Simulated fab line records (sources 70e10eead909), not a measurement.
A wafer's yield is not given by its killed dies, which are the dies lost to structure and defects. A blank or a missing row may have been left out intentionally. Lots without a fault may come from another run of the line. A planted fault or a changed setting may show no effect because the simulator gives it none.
A struck lot beside a sound one | flow nandHarc | 38 out of 1159 route steps
Sound: the wafers L597.1, L597.5, L597.6. The struck wafers were L594.3, L594.5, L594.6. Last of all comes the cause.
Per side, at each step with rows, come the tool, then ch with its chambers, and then its first start. Under that, the readings that differ: sound wafers | struck wafers | difference of the means | sigmas: that difference in standard deviations of wafers without a fault.
alike: same words and numbers on both sides, and readings whose means sit less than 2 such deviations apart. not compared: any withheld reading, any reading some wafer has no value for, any bound like >300 that may hide the same value, and any number with overlapping values for which the record gives no deviation.
A row with sigmas, a row that says differs or no value, or rows on one side alone: a step with any of these is where the two part. Non-overlapping numbers with no deviation appear without sigmas and do not part them. Lack of a reading on every wafer of one side parts them only where that side has two or more wafers.

first, 10 steps without rows for these wafers: NHARC_A_CHANNEL_HOLE_D1_DEP_00 (deposits aC, target thk 3100 nm); NHARC_A_CHANNEL_HOLE_D1_DEP_01 (deposits SiON, target thk 140 nm); NHARC_A_CHANNEL_HOLE_D1_DEHYDRATE_02 (time 120 s); NHARC_A_CHANNEL_HOLE_D1_HMDS_03 (time 30 s); NHARC_A_CHANNEL_HOLE_D1_COAT_36 (time 75 s); NHARC_A_CHANNEL_HOLE_D1_COAT_37 (time 65 s); NHARC_A_CHANNEL_HOLE_D1_COAT_04 (resist thk 90 nm); NHARC_A_CHANNEL_HOLE_D1_SOFTBAKE_05 (time 55 s); NHARC_A_CHANNEL_HOLE_D1_EBR_06; NHARC_A_CHANNEL_HOLE_D1_EXPOSE_07 (exposes mask HOLE D1, target cd 100 nm).
NHARC_A_CHANNEL_HOLE_D1_PEB_08: peb time 65 s.
  sound on lithoTrack-04 ch 0, day 12 09:42; struck on lithoTrack-06 ch 0, day 12 09:51
  alike: exhaustPa
then, 1 step without rows for these wafers: NHARC_A_CHANNEL_HOLE_D1_DEVELOP_09 (develop time 35 s).
NHARC_A_CHANNEL_HOLE_D1_CD_MEAS_10: the cd target is 100 nm.
  sound on cdSem-02 ch 0, day 12 09:47; struck on cdSem-03 ch 0, day 12 09:56
reading   | sound          | struck            | difference | sigmas
cdNm (nm) | 99.6 99.4 99.8 | 102.9 102.9 102.8 | +3.3       | +7
NHARC_A_CHANNEL_HOLE_D1_DESCUM_15: chemistry O2, time 3 s.
  sound on rieDiel-07 ch 0,3, day 12 09:58; struck on rieDiel-05 ch 1,2,3, day 12 10:07
reading                           | sound             | struck            | difference | sigmas
model.A_CHANNEL_HOLE_D1.cdNm (nm) | 99.28 99.57 99.63 | 102.8 103.1 103.2 | +3.5       | 
  alike: drypumpMotorCurrentA, oesProductAu, rfVppV, showerheadPlenumPTorr, throttleValvePct
  not compared: rfHoursCounterH
then, 4 steps without rows for these wafers: NHARC_A_CHANNEL_HOLE_D1_ETCH_38 (etches the open film in CF4, target depth 39 nm, time 65 s); NHARC_A_CHANNEL_HOLE_D1_ETCH_39 (etches the open film in N2/H2, target depth 260 nm, time 325 s); NHARC_A_CHANNEL_HOLE_D1_ETCH_34 (etches the open film in CF4/CHF3, target depth 154 nm, time 77 s); NHARC_A_CHANNEL_HOLE_D1_ETCH_16 (etches the open film in O2/COS, target depth 3100 nm, time 806 s).
NHARC_A_CHANNEL_HOLE_D1_CD_MEAS_18:
  sound on cdSem-02 at day 12 11:04; struck on cdSem-01 at day 12 11:27
reading   | sound          | struck            | difference | sigmas
cdNm (nm) | 96.8 98.8 98.3 | 102.8 103.1 103.4 | +5.1       | +4
then, 12 steps without rows for these wafers: NHARC_A_CHANNEL_HOLE_D1_ETCH_19 (etches the open film in C4F8/O2/Ar, time 34.5 s); NHARC_A_CHANNEL_HOLE_D1_ETCH_20 (etches the open film in C4F8/O2/Ar, time 361.9 s, target depth 1600 nm); NHARC_A_CHANNEL_HOLE_D1_ETCH_21 (etches the open film in C4F8/O2/Ar, time 514.3 s, target depth 1600 nm); NHARC_A_CHANNEL_HOLE_D1_ETCH_22 (etches the open film in C4F8/O2/Ar, time 666.7 s, target depth 1600 nm); NHARC_A_CHANNEL_HOLE_D1_ETCH_23 (etches the open film in C4F8/O2/Ar, time 819 s, target depth 1600 nm); NHARC_A_CHANNEL_HOLE_D1_ETCH_24 (etches the open film in C4F8/O2/Ar, time 906.2 s, target depth 1500 nm); NHARC_A_CHANNEL_HOLE_D1_ETCH_25 (etches the open film in C4F8/O2/Ar, time 1040.2 s, target depth 1500 nm); NHARC_A_CHANNEL_HOLE_D1_ETCH_26 (etches the open film in C4F8/O2/Ar, time 224.1 s, target depth 300 nm); NHARC_A_CHANNEL_HOLE_D1_ETCH_33 (etches the open film in C4F8/O2/Ar, time 90 s, target depth 400 nm); NHARC_A_CHANNEL_HOLE_D1_STRIP_41 (strips in N2/H2); NHARC_A_CHANNEL_HOLE_D1_STRIP_42 (strips in CF4/CHF3); NHARC_A_CHANNEL_HOLE_D1_STRIP_43 (strips in O2/COS).
NHARC_A_CHANNEL_HOLE_D1_ETCH_44: etches the open film in CF4/O2, target depth 140 nm, overetch 14 nm, time 77 s.
  sound on rieDiel-09 ch 0,3, day 12 15:52; struck on rieDiel-07 ch 1,2, day 12 19:53
reading                           | sound             | struck            | difference | sigmas
model.A_CHANNEL_HOLE_D1.cdNm (nm) | 89.42 89.88 89.74 | 93.66 92.69 93.91 | +3.74      | 
  alike: drypumpMotorCurrentA, oesProductAu, rfVppV, showerheadPlenumPTorr, throttleValvePct
  not compared: rfHoursCounterH
then, 3 steps without rows for these wafers: NHARC_A_CHANNEL_HOLE_D1_STRIP_27 (strips in O2); NHARC_A_CHANNEL_HOLE_D1_PRECLEAN_28 (cleans in SC1); NHARC_A_CHANNEL_HOLE_D1_SRD_29.
NHARC_A_CHANNEL_HOLE_D1_CD_MEAS_30:
  sound on cdSem-03 at day 12 16:38; struck on cdSem-02 at day 12 20:41
reading   | sound          | struck         | difference | sigmas
cdNm (nm) | 88.9 89.2 89.2 | 94.0 93.0 93.7 | +4.5       | +6
NHARC_A_CHANNEL_HOLE_D1_XSEM_31:
  sound on xsem-01 ch 0, day 12 16:44; struck on xsem-02 ch 0, day 12 20:47
reading      | sound          | struck         | difference | sigmas
botCdNm (nm) | 73.6 74.0 74.4 | 78.2 77.1 78.5 | +3.9       | +4
bowNm (nm)   | 8.98 8.95 8.90 | 8.45 8.41 8.34 | -0.54      | -2
  alike: tiltDeg
-- jump in the record: it breaks off in module A_CHANNEL_HOLE_D1 and resumes in module END (first step shown: number 1159 of the route), and 11 days separate the struck wafers' starts before and after --
NHARC_END_SORT_01:
  at this point the record logs the struck wafers (prober-01 ch 0, day 23 20:27) and has no rows for the sound ones

## WHERE THEY PART
First at NHARC_A_CHANNEL_HOLE_D1_CD_MEAS_10; last, within this record, at NHARC_END_SORT_01.

WHY: the cause the simulator had injected
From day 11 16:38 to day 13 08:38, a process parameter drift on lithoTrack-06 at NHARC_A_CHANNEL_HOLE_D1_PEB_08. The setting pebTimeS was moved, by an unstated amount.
